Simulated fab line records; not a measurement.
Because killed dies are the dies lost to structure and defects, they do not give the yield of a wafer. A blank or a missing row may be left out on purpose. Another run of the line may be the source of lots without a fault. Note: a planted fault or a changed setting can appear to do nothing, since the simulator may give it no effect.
Struck lot and sound lot, side by side -- flow n5_finfet -- 14 steps out of a route of 1938
Sound: these wafers, L754.4, L754.5, L754.6. Struck: wafers L762.1, L762.3, L762.4. The cause is given at the end.
Each step with rows lists, per side, the tool, then ch with its chambers, then its first start. Under that, the readings that differ: sound wafers -- struck wafers -- difference of the means -- sigmas: that difference in standard deviations of wafers without a fault.
alike: a reading whose means differ by less than 2 such deviations, as well as words and numbers matching on both sides. not compared: withheld readings; readings where some wafer has no value; bounds like >300 that might hide an equal value; numbers whose values overlap and for which the record gives no deviation.
Wherever a step has rows on one side only, a row that says differs or no value, or a row with sigmas, the two part there. When numbers do not overlap yet have no deviation, they are printed without sigmas and do not part them. Lack of a reading on every wafer of one side parts them only where that side has two or more wafers.

N5_BEOL_M7_STRIP_67: strips in CF4.
  sound on rie_diel-03 ch 1,2, day 9 03:32; struck on rie_diel-05 ch 0,1,2, day 10 20:55
reading,sound,struck,difference,sigmas
oes_product_au (a.u.),0.95 0.80 0.94,0.71 0.68 0.69,-0.20,-2
throttle_valve_pct (%),13.37 13.42 13.38,13.55 14.04 13.98,+0.47,+2
  alike: cf4_flow_sccm, drypump_motor_current_A, rf_vpp_V, showerhead_plenum_p_Torr
  not compared: rf_hours_counter_h
N5_BEOL_M7_HM_OPEN_17: chemistry Cl2/BCl3, target TiN, target depth 20 nm, overetch 6 nm.
  sound on rie_metal-02 ch 1, day 9 03:40; struck on rie_metal-01 ch 0,1, day 10 20:58
reading,sound,struck,difference,sigmas
drypump_motor_current_A (A),5.77 5.78 5.81,5.42 5.41 5.42,-0.37,-2
  alike: bcl3_flow_sccm, bias_w, oes_product_au, throttle_valve_pct
  not compared: rf_hours_counter_h
N5_BEOL_M7_STRIP_19: strips in O2.
  sound on rie_diel-02 ch 0,1, day 9 03:47; struck on rie_diel-05 ch 0,1,3, day 10 21:04
reading,sound,struck,difference,sigmas
oes_product_au (a.u.),0.91 0.90 0.87,0.68 0.73 0.71,-0.19,-2
throttle_valve_pct (%),16.16 16.14 16.45,17.07 16.82 16.58,+0.57,+2
  alike: drypump_motor_current_A, rf_vpp_V, showerhead_plenum_p_Torr
  not compared: rf_hours_counter_h
N5_BEOL_M7_CD_MEAS_18: pitch 80 nm, target cd 40 nm.
  sound: cd_sem-03 at day 9 03:51; struck: cd_sem-03 at day 10 21:08
  alike: cd_nm
then, 8 steps without rows for these wafers: N5_BEOL_M7_COAT_63 (time 60 s, resist thk 60 nm); N5_BEOL_M7_COAT_64 (time 60 s, resist thk 12 nm); N5_BEOL_M7_COAT_71 (time 60 s, resist thk 5 nm); N5_BEOL_M7_COAT_22 (resist thk 30 nm); N5_BEOL_M7_EBR_24; N5_BEOL_M7_SOFTBAKE_23 (time 60 s); N5_BEOL_M7_EXPOSE_25 (exposes mask V6, target cd 40 nm); N5_BEOL_M7_PEB_26 (peb time 60 s).
N5_BEOL_M7_DEVELOP_27: develop time 30 s.
  struck on litho_track-05, day 10 22:59; sound on litho_track-03 ch 0, day 9 07:14
  no value came back on the struck wafers for chill_plate_temp_C (C), develop_time_s (s); on the sound wafers chill_plate_temp_C (C) reads 23.11 23.06 22.96
reading,sound,struck,difference,sigmas
model.CAR-EUV_of_BEOL_M7_COAT_22.thk_nm (nm),29.6 29.6 29.6,29.8 30 29.8,+0.3,
N5_BEOL_M7_CD_MEAS_28: the cd target is 40 nm.
  sound on cd_sem-01 ch 0, day 9 07:18; struck on cd_sem-01 ch 0, day 10 23:03
reading,sound,struck,difference,sigmas
cd_nm (nm),40.31 39.61 40.32,- - -,no value on the struck wafers,

WHERE THEY PART
Last at N5_BEOL_M7_CD_MEAS_28 as far as this record goes, first at N5_BEOL_M7_STRIP_67.

WHY: whatever the simulator had introduced
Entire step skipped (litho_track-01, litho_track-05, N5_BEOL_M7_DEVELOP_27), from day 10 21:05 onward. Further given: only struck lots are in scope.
